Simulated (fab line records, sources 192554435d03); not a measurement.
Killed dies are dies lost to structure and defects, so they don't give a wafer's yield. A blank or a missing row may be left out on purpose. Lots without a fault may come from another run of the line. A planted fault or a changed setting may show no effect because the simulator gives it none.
Chamber matching | flow n5_finfet | N5_BEOL_M10_ETCH_66 on rie_diel-01: 4 sister chambers
The step etches SOC in N2/H2, target depth 120 nm, overetch 24 nm, time 180 s. 4 wafers are shown with their chamber, then 10 later ones without.

WAFERS WITH THEIR CHAMBER
wafer  | chamber | drypump_motor_current_A (A)
L079.2 | 0       | 6.8
L087.5 | 1       | 6.2
L088.1 | 3       | 5.1
L088.3 | 2       | 4.9

WAFERS WITHOUT THEIR CHAMBER
wafer  | drypump_motor_current_A (A)
L088.6 | 6.1
L091.1 | 6.2
L091.5 | 6.1
L091.6 | 4.9
L094.2 | 4.9
L094.4 | 4.9
L094.6 | 6.8
L096.2 | 6.8
L096.4 | 5.1
L096.6 | 6.8

WHICH CHAMBER EACH WENT THROUGH
wafer  | from the rows above | in truth
L088.6 | 1                   | 1
L091.1 | 1                   | 1
L091.5 | 1                   | 1
L091.6 | 2                   | 2
L094.2 | 2                   | 2
L094.4 | 2                   | 2
L094.6 | 0                   | 0
L096.2 | 0                   | 0
L096.4 | 3                   | 3
L096.6 | 0                   | 0
Placed correctly: 10 of 10. Can't be placed from these rows: 0. Placed wrongly: 0.
How it was worked out, from the rows above alone: a wafer's distance from a chamber is the root of the sum, over the readings, of the square of ((its reading less the chamber's mean) divided by the reading's scatter). The wafer belongs to the nearest chamber; if the next one is less than 2 further off, it can't be placed. A chamber's mean is the mean of its shown wafers. The scatter: with one shown wafer a chamber, the root of the mean of the squares of how far each hidden wafer lies from its nearest shown one.
